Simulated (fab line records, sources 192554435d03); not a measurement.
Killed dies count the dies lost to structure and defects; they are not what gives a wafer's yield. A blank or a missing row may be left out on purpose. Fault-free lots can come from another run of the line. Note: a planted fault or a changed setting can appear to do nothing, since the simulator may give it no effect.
Chamber matching || flow n5-finfet || rie-diel-06 running N5_BEOL_M8_ETCH_65: 4 sister chambers
The step etches SiARC in CF4, target depth 15.6 nm, time 26 s. 4 wafers are shown with their chamber, then 8 later ones without.

## WAFERS WITH THEIR CHAMBER
{"wafer": "L086.3", "chamber": 3, "drypump-motor-current-A (A)": 6.6}
{"wafer": "L086.4", "chamber": 1, "drypump-motor-current-A (A)": 4.8}
{"wafer": "L086.5", "chamber": 0, "drypump-motor-current-A (A)": 6.2}
{"wafer": "L091.1", "chamber": 2, "drypump-motor-current-A (A)": 5.4}

## WAFERS WITH NO CHAMBER GIVEN
{"wafer": "L091.2", "drypump-motor-current-A (A)": 6.6}
{"wafer": "L091.3", "drypump-motor-current-A (A)": 6.2}
{"wafer": "L093.2", "drypump-motor-current-A (A)": 4.8}
{"wafer": "L093.3", "drypump-motor-current-A (A)": 6.2}
{"wafer": "L093.4", "drypump-motor-current-A (A)": 5.5}
{"wafer": "L097.2", "drypump-motor-current-A (A)": 6.6}
{"wafer": "L097.4", "drypump-motor-current-A (A)": 5.4}
{"wafer": "L097.5", "drypump-motor-current-A (A)": 6.6}

## CHAMBER TAKEN BY EACH
{"wafer": "L091.2", "from the rows above": 3, "in truth": 3}
{"wafer": "L091.3", "from the rows above": 0, "in truth": 0}
{"wafer": "L093.2", "from the rows above": 1, "in truth": 1}
{"wafer": "L093.3", "from the rows above": 0, "in truth": 0}
{"wafer": "L093.4", "from the rows above": 2, "in truth": 2}
{"wafer": "L097.2", "from the rows above": 3, "in truth": 3}
{"wafer": "L097.4", "from the rows above": 2, "in truth": 2}
{"wafer": "L097.5", "from the rows above": 3, "in truth": 3}
Correct placement for 8 of the 8. From these rows, 0 cannot be placed. Placed wrongly: 0.
How it was worked out, from the rows above alone: a wafer's distance from a chamber is the root of the sum, over the readings, of the square of ((its reading less the chamber's mean) divided by the reading's scatter). If the next closest chamber is less than 2 further off than the closest, the wafer can't be placed; otherwise it belongs to the closest. A chamber's mean is the mean of its shown wafers. The scatter (one wafer shown for each chamber): square how far every hidden wafer sits from the nearest shown wafer, average those squares and take the square root.
